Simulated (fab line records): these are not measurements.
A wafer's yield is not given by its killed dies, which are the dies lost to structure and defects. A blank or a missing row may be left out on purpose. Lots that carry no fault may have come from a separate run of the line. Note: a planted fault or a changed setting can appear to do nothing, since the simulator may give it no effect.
Comparing a struck lot with a sound one | flow n5-finfet | 14 out of 1938 route steps
Sound: the wafers L669.1, L669.4, L669.6. Struck: wafer L674.5 (left out: L674.3, L674.4 of the same lot, which were not struck); the cause appears at the end.
Per side, at each step with rows, come the tool, then ch with its chambers, and then its first start. Under that, the readings that differ: sound wafers | struck wafers | difference of the means | sigmas: that difference in standard deviations of wafers without a fault.
alike: readings with means less than 2 such deviations apart, plus words and numbers identical on both sides. not compared: withheld readings, readings lacking a value on some wafer, bounds such as >300 that could conceal the same value, and numbers that have no deviation in the record and whose values overlap.
The two part at a step that has a row with sigmas, a row that says differs or no value, or rows on one side only. When numbers do not overlap yet have no deviation, they are printed without sigmas and do not part them. A reading missing from all wafers of one side parts the sides only when that side holds two or more wafers.

N5_BEOL_M9_TRENCH_ETCH_37: etches SiCOH lowk in C4F6/O2, target depth 151.43 nm, time 49 s.
  sound: rie-diel-03 ch 0,1,2; struck: rie-diel-01 ch 1
  alike: drypump-motor-current-A, oes_ar_750_au, oes-product-au, rf-fwd-power-W, rf-vpp-V, showerhead-plenum-p-Torr, throttle-valve-pct
  not compared: rf-hours-counter-h
N5_BEOL_M9_ETCH_41: etches SiCN in CH3F/O2, target depth 36.6 nm, time 70.1 s.
  sound: rie-diel-03 ch 0,1,2; struck: rie-diel-01 ch 1
  alike: drypump-motor-current-A, oes-product-au, rf-fwd-power-W, rf-vpp-V, showerhead-plenum-p-Torr, throttle-valve-pct
  not compared: rf-hours-counter-h
N5_BEOL_M9_STRIP_80: strips in N2/H2, time 10 s.
  sound: rie-diel-03 ch 0,1,2; struck: rie-diel-01 ch 1
  alike: drypump-motor-current-A, oes-product-au, rf-vpp-V, showerhead-plenum-p-Torr, throttle-valve-pct
  not compared: rf-hours-counter-h
N5_BEOL_M9_OCD_MEAS_38:
  struck on ocd-02, day 13 04:45; sound on ocd-01, day 10 09:34
  reading              | sound             | struck | difference | sigmas
  trench-depth-nm (nm) | 153.8 152.5 158.1 | 147.3  | -7.5       | -3
then, 4 steps without rows for these wafers: N5_BEOL_M9_HM_STRIP_39 (strips TiN in peroxide tin strip, target depth 25 nm, time 158 s); N5_BEOL_M9_SRD_40 (time 30 s); N5_BEOL_M9_PRECLEAN_42 (cleans in residue remover, time 60 s); N5_BEOL_M9_SRD_43 (time 30 s).
N5_BEOL_M9_CD_MEAS_35: target cd 70 nm, target cd y 40 nm.
  struck on cd-sem-02, day 13 04:55; sound on cd-sem-03, day 10 09:44
  alike: cd-nm
N5_BEOL_M9_CURE_72: cures SiCOH lowk, time 120 s.
  sound on uv-cure-03 ch 0, day 10 09:46; struck on uv-cure-02 ch 1, day 13 05:02
  alike: lamp-power-pct, wafer_temp_C_max
then, 1 step without rows for these wafers: N5_BEOL_M9_DEGAS_44 (time 60 s).
N5_BEOL_M9_PRE_CLEAN_45: time 30 s.
  struck on pvd-sputter-03, day 13 05:59; sound on pvd-sputter-03, day 10 10:08
  alike: heater-power-w
N5_BEOL_M9_ALD_74: deposits TaN, target thk 2 nm, pulse time 2 s, purge time 3 s.
  sound on ald-metal-03 ch 1,2,3, day 10 10:13; struck on ald-metal-01 ch 1, day 13 06:02
  reading                                 | sound    | struck | difference | sigmas
  ald-cycles                              | 40 40 40 | 54     | +14        |
  model.TaN_of_BEOL_M9_ALD_74.thk-nm (nm) | 2 2 2    | 2.6    | +0.6       |
  alike: heater-power-w
next, for these wafers, 1 step has no rows: N5_BEOL_M9_SURFACE_TREAT_79.

WHERE THEY PART
N5_BEOL_M9_OCD_MEAS_38 only, going by this record. Later steps at which nothing parts them and some readings are alike: N5_BEOL_M9_CD_MEAS_35, N5_BEOL_M9_CURE_72, N5_BEOL_M9_PRE_CLEAN_45, N5_BEOL_M9_ALD_74.

WHY: what the simulator had put in
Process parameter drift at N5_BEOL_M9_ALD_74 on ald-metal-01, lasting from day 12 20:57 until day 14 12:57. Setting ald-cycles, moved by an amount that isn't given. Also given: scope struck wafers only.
